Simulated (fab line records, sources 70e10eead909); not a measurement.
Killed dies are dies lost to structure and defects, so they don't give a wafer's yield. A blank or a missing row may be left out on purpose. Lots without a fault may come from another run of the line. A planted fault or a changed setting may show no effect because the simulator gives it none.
One fault seen from 2 desks | flow nand_harc | each desk has only its own numbers; what lay behind them comes last

THE TOOL OWNER'S DESK: litho_track-01
The tool's own readings at NHARC_A_CONTACT_SOFTBAKE_37 (time 55 s): means of the sampled wafers that have a number, for each lot that ran on this tool. A lot is out of limits, marked OUT, if its mean lies more than 4 standard deviations from the usual mean; the brackets give that distance.
Columns: A = heater_power_total_W at NHARC_A_CONTACT_SOFTBAKE_37, usual 188.46 W
lot  | first seen here | A
L802 | day 21 18:00    | 188.45
L806 | day 23 23:00    | 188.40
L807 | day 24 11:00    | 188.53
L809 | day 25 10:00    | 186.54 (-14) OUT
L814 | day 26 07:00    | 186.63 (-13) OUT
L820 | day 29 18:00    | 188.48
This desk's finding: out of limits on L809, L814; first on L809, day 25 10:00 (heater_power_total_W at NHARC_A_CONTACT_SOFTBAKE_37). In limits: L802, L806, L807, L820.

THE METROLOGY DESK
What the gauges read, lot by lot, whatever tool the lot ran on: means of the sampled wafers that have a number. A lot is out of limits, marked OUT, if its mean lies more than 4 standard deviations from the usual mean; the brackets give that distance.
Columns: A = overlay_x_nm at NHARC_A_CONTACT_OVL_MEAS_43, usual -0.1 nm; B = overlay_y_nm at NHARC_A_CONTACT_OVL_MEAS_43, usual -0.2 nm
lot  | first seen here | A    | B
L802 | day 21 19:15    | 0.2  | -1.0
L804 | day 22 04:41    | 1.4  | -0.4
L805 | day 23 08:05    | 1.3  | -1.1
L806 | day 24 00:23    | 1.1  | 0.9
L807 | day 24 11:44    | -1.1 | 0.8
L809 | day 25 11:11    | -0.7 | -0.2
L812 | day 25 21:52    | -0.9 | -0.4
L814 | day 26 08:13    | 1.0  | 1.6
L818 | day 28 14:50    | 0.4  | 0.5
L821 | day 29 14:01    | -0.6 | -1.5
L819 | day 29 14:10    | -0.4 | 0.5
L820 | day 29 19:29    | 0.3  | -2.6
L822 | day 30 14:44    | -0.5 | 0.7
L824 | day 31 00:29    | -0.1 | 0.1
This desk's finding: nothing out of limits on any of the 14 lots.

PUT TOGETHER
The tool owner's desk could have raised an alarm at day 25 10:00, on L809, L814.
The metrology desk saw nothing out of limits.
The metrology desk has L809, L814 on record, within its limits.
Of the lots named, all ran NHARC_A_CONTACT_SOFTBAKE_37 on litho_track-01.

WHAT THE SIMULATOR HAD PUT IN
Process parameter drift: litho_track-01, from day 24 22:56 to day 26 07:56, at NHARC_A_CONTACT_SOFTBAKE_37. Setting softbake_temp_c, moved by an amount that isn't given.
Lots struck among those shown: L809, L814.
Hours from the fault's start to each desk's first reading out of limits: the tool owner's desk, 11.
